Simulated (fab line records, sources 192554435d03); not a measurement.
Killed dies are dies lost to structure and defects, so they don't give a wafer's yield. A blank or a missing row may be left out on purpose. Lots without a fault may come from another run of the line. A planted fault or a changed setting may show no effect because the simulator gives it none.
Chamber matching | flow n5_finfet | N5_GATE_CUT_CMP_61 on cmp-01: 4 sister chambers
The step polishes, stops on SiNx, t overpolish 3 s. 6 wafers are shown with their chamber, then 7 later ones without.

WAFERS WITH THEIR CHAMBER
wafer  | chamber | slurry_filter_dp_kPa (kPa) | motor_current_A (A)
L074.4 | 1       | 13.86                      | 12.0
L079.1 | 3       | 13.49                      | 11.6
L079.4 | 0       | 13.38                      | 12.5
L079.6 | 2       | 13.42                      | 12.6
L084.1 | 3       | 13.18                      | 12.0
L084.3 | 0       | 13.35                      | 12.5

WAFERS WITHOUT THEIR CHAMBER
wafer  | slurry_filter_dp_kPa (kPa) | motor_current_A (A)
L084.4 | 13.85                      | 11.6
L086.2 | 13.50                      | 12.1
L086.4 | 13.59                      | 13.0
L086.5 | 13.24                      | 11.9
L097.1 | 13.58                      | 12.3
L097.5 | 13.28                      | 12.0
L097.6 | 13.22                      | 12.6

WHICH CHAMBER EACH WENT THROUGH
wafer  | from the rows above               | in truth
L084.4 | can't be placed: 1 or 3           | 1
L086.2 | can't be placed: 3 or 0 or 1 or 2 | 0
L086.4 | can't be placed: 2 or 0           | 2
L086.5 | 3                                 | 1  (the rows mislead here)
L097.1 | can't be placed: 0 or 2 or 1 or 3 | 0
L097.5 | can't be placed: 3 or 0           | 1
L097.6 | can't be placed: 0 or 2           | 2
Placed correctly: 0 of 7. Can't be placed from these rows: 6 (the true chamber is among the candidates in 5). Placed wrongly: 1.
How it was worked out, from the rows above alone: a wafer's distance from a chamber is the root of the sum, over the readings, of the square of ((its reading less the chamber's mean) divided by the reading's scatter). The wafer belongs to the nearest chamber; if the next one is less than 2 further off, it can't be placed. A chamber's mean is the mean of its shown wafers. The scatter: the root of (the sum of the squares of (reading less its chamber's mean) over the shown wafers, divided by (wafers less chambers)).
